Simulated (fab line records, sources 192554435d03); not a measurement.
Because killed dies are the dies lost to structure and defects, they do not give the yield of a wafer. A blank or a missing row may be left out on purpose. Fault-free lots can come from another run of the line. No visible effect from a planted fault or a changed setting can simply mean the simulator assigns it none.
The same fault as seen by 3 desks -- flow n5-finfet -- every desk sees just its own numbers, and what lay behind them comes last
Where a reading is given only as a bound, like >300, the bound stands for it, and a mean or a difference that rests on one is marked > or <: the true number lies beyond.

## THE DEFECT DESK
For each lot, the counts of the inspections along the route, averaged over the sampled wafers that have a number. Any lot whose mean is over 4 standard deviations away from the usual mean is out of limits and marked OUT; that distance is given in the brackets.
Columns: A = raw-defect-count at N5_SD_EPI_N_INSPECT_11, usual 2.0; B = raw-defect-count at N5_SD_EPI_N_INSPECT_26, usual 209; C = raw-defect-count at N5_SD_EPI_P_INSPECT_11, usual 2.2; D = raw-defect-count at N5_SD_EPI_P_INSPECT_26, usual 183
lot,first seen here,A,B,C,D
L992,day 3 14:13,3.0,211,2.3,173
L993,day 3 19:05,3.3,132,3.0,188
L101,day 5 22:04,1.0,302,3.0,258
L102,day 6 04:30,2.7,212,2.3,208
L103,day 6 12:45,2.7,748 (+13) OUT,>300 (+99 or more) OUT,726 (+15) OUT
L104,day 6 15:32,1.7,273,1.7,194
L106,day 7 10:55,0.3,750 (+13) OUT,>300 (+99 or more) OUT,731 (+15) OUT
L113,day 8 18:17,3.3,251,2.3,193
This desk finds L103, L106 out of limits, L103 being first, at day 6 17:38 (raw-defect-count at N5_SD_EPI_N_INSPECT_26). L992, L993, L101, L102, L104, L113: within limits.

## METROLOGY DESK
Lot by lot, what the gauges showed, no matter which tool ran the lot: averages of those sampled wafers that carry a number. Any lot whose mean is over 4 standard deviations away from the usual mean is out of limits and marked OUT; that distance is given in the brackets. Only the readings that lie furthest out on some lot appear, 7 of the 10 it has.
Columns: A = DIBL_N at N5_BEOL_M4_RC_MEAS_101, usual 36.1 mV/V; B = IOFF_N at N5_BEOL_M4_RC_MEAS_101, usual 0.15 nA/um; C = IOFF_P at N5_BEOL_M4_RC_MEAS_101, usual 0.21 nA/um; D = ION_N at N5_BEOL_M4_RC_MEAS_101, usual 672 uA/um; E = ION_P at N5_BEOL_M4_RC_MEAS_101, usual 463 uA/um; F = VT_N at N5_BEOL_M4_RC_MEAS_101, usual 251 mV; G = VT_P at N5_BEOL_M4_RC_MEAS_101, usual -250 mV
lot,first seen here,A,B,C,D,E,F,G
L992,day 8 08:31,35.0,0.15,0.23,685,482,250,-247
L993,day 9 00:01,33.1,0.09,0.13,648,442,258,-261
L101,day 10 23:50,37.8,0.20,0.27,690,472,246,-246
L102,day 11 06:01,36.7,0.18,0.23,685,470,248,-247
L103,day 11 12:25,36.1,0.16,0.24,679,469,248,-248
L104,day 11 12:26,35.7,0.15,0.21,679,468,251,-251
L106,day 12 12:00,35.4,0.15,0.21,670,455,250,-251
L113,day 13 18:54,37.0,0.16,0.23,678,470,249,-246
Result from this desk: across the 8 lots, nothing is out of limits.

## DESK OF THE TOOL OWNER: rie-diel-05
The tool's own readings at N5_SD_EPI_N_ETCH_35 (etches SOC in N2/H2, overetch 108 nm, time 486 s): means of the sampled wafers that have a number, for each lot that ran on this tool. Any lot whose mean is over 4 standard deviations away from the usual mean is out of limits and marked OUT; that distance is given in the brackets.
Columns: A = drypump-motor-current-A at N5_SD_EPI_N_ETCH_35, usual 5.6 A; B = oes-product-au at N5_SD_EPI_N_ETCH_35, usual 0.68 a.u.; C = rf-fwd-power-W at N5_SD_EPI_N_ETCH_35, usual 2996 W; D = rf-vpp-V at N5_SD_EPI_N_ETCH_35, usual 240.7 V; E = showerhead-plenum-p-Torr at N5_SD_EPI_N_ETCH_35, usual 2.53 Torr; F = temp-c at N5_SD_EPI_N_ETCH_35, usual 39.99 C; G = throttle-valve-pct at N5_SD_EPI_N_ETCH_35, usual 23.77 %
lot,first seen here,A,B,C,D,E,F,G
L992,day 3 14:21,5.2,0.68,2998,240.0,2.48,40.05,23.92
L101,day 5 22:14,5.0,0.64,2996,241.6,2.52,40.10,23.69
L102,day 6 05:17,5.0,0.64,2993,240.5,2.55,39.98,23.60
L103,day 6 12:59,5.4,0.69,2989,239.6,2.42,40.06,24.04
L106,day 7 11:02,5.2,0.66,2998,239.4,2.47,39.99,23.97
Result from this desk: across the 5 lots, nothing is out of limits.

## ALL TOGETHER
The defect desk could have raised an alarm at day 6 17:38, on L103, L106.
The metrology desk saw nothing out of limits.
Nothing out of limits was seen by the tool owner's desk.
The metrology desk has L103, L106 on record, within its limits.
On record at the tool owner's desk: L103, L106, within its limits.
N5_SD_EPI_N_ETCH_35 was run on rie-diel-05 by each of the lots named.

## WHAT HAD BEEN PUT IN BY THE SIMULATOR
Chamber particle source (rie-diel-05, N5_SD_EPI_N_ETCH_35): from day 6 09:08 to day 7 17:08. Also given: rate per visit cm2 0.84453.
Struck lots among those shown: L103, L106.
Hours from the fault's start to each desk's first reading out of limits: the defect desk, 8.
